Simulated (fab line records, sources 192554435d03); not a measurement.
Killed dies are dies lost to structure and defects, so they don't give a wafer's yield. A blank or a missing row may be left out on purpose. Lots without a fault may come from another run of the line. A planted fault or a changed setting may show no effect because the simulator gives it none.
A struck lot beside a sound one | flow n5_finfet | 22 steps out of a route of 1938
Sound: wafers L646.1, L646.2, L646.6. Struck: wafers L632.2, L632.3. (L632.6 of the same lot was not struck and is left out.) The cause comes at the end.
At each step with rows: each side's tool, then ch and its chambers, then its first start. Under that, the readings that differ: sound wafers | struck wafers | difference of the means | sigmas: that difference in standard deviations of wafers without a fault.
alike: readings whose means differ by less than 2 such deviations, and words and numbers that are the same on both sides. not compared: withheld readings, readings that some wafer has no value for, bounds like >300 that may hide the same value, and numbers for which the record gives no deviation and whose values overlap.
The two part at a step that has a row with sigmas, a row that says differs or no value, or rows on one side only. Numbers that don't overlap but have no deviation are shown without sigmas and don't part them. A reading that every wafer of one side lacks parts them only if that side has two wafers or more.

first, 9 steps without rows for these wafers: N5_BEOL_M11_SOFTBAKE_06 (time 60 s); N5_BEOL_M11_EXPOSE_08 (exposes mask M11); N5_BEOL_M11_PEB_09 (peb time 60 s); N5_BEOL_M11_DEVELOP_10 (develop time 30 s); N5_BEOL_M11_DESCUM_16 (chemistry O2, time 7.9 s); N5_BEOL_M11_ETCH_61 (etches SiARC in CF4, target depth 39 nm, time 65 s); N5_BEOL_M11_ETCH_62 (etches SOC in N2/H2, target depth 110 nm, overetch 22 nm, time 165 s); N5_BEOL_M11_STRIP_68 (strips in N2/H2); N5_BEOL_M11_STRIP_67 (strips in CF4).
N5_BEOL_M11_HM_OPEN_17: chemistry Cl2/BCl3, target TiN, target depth 20 nm, overetch 6 nm.
  sound on rie_metal-03 ch 0,1, day 16 17:51; struck on rie_metal-03 ch 1, day 12 18:19
  alike: drypump_motor_current_A, mfc_ar_sccm, mfc_cl2_sccm, oes_product_au, throttle_valve_pct
  not compared: rf_hours_counter_h
then, 9 steps without rows for these wafers: N5_BEOL_M11_STRIP_19 (strips in O2); N5_BEOL_M11_COAT_63 (time 60 s, resist thk 100 nm); N5_BEOL_M11_COAT_64 (time 60 s, resist thk 30 nm); N5_BEOL_M11_COAT_22 (resist thk 90 nm); N5_BEOL_M11_EBR_24; N5_BEOL_M11_SOFTBAKE_23 (time 60 s); N5_BEOL_M11_EXPOSE_25 (exposes mask V10); N5_BEOL_M11_PEB_26 (peb time 60 s); N5_BEOL_M11_DEVELOP_27 (develop time 30 s).
N5_BEOL_M11_INSPECT_30: inspects for defects (brightfield).
  sound on defect_inspect-02, day 16 20:05; struck on defect_inspect-01, day 12 19:55
  reading          | sound       | struck    | difference | sigmas
  raw_defect_count | 227 270 318 | 1369 1099 | +962       | +10
then, 1 step without rows for these wafers: N5_BEOL_M11_DESCUM_33 (chemistry O2, time 7.9 s).
N5_PASSIVATION_PROBE_49:
  sound on prober-01, day 18 15:23; struck on prober-02, day 14 17:42
  reading                  | sound          | struck    | difference | sigmas
  defect_limited_yield (%) | 90.3 91.4 92.5 | 82.9 83.2 | -8.3       | -6
  killed_at_M4_up          | 13 8 11        | 102 105   | +93        | +16
  killed_dies              | 114 101 88     | 202 198   | +99        | +7
  killed_on_rim            | 15 12 11       | 29 33     | +18        | +4
  sort_bin_5_function (%)  | 6.1 5.6 4.8    | 10.6 10.2 | +4.9       | +6
  sort_n_pass              | 1066 1079 1092 | 978 982   | -99        | -7
  sort_yield_pct (%)       | 90.3 91.4 92.5 | 82.9 83.2 | -8.3       | -6
  alike: killed_at_M0_to_M3, killed_at_contacts, killed_at_front_end, killed_at_other, killed_open, killed_short, sort_bin_6_memory

WHERE THEY PART
First at N5_BEOL_M11_INSPECT_30; last, within this record, at N5_PASSIVATION_PROBE_49.

WHY: what the simulator had put in
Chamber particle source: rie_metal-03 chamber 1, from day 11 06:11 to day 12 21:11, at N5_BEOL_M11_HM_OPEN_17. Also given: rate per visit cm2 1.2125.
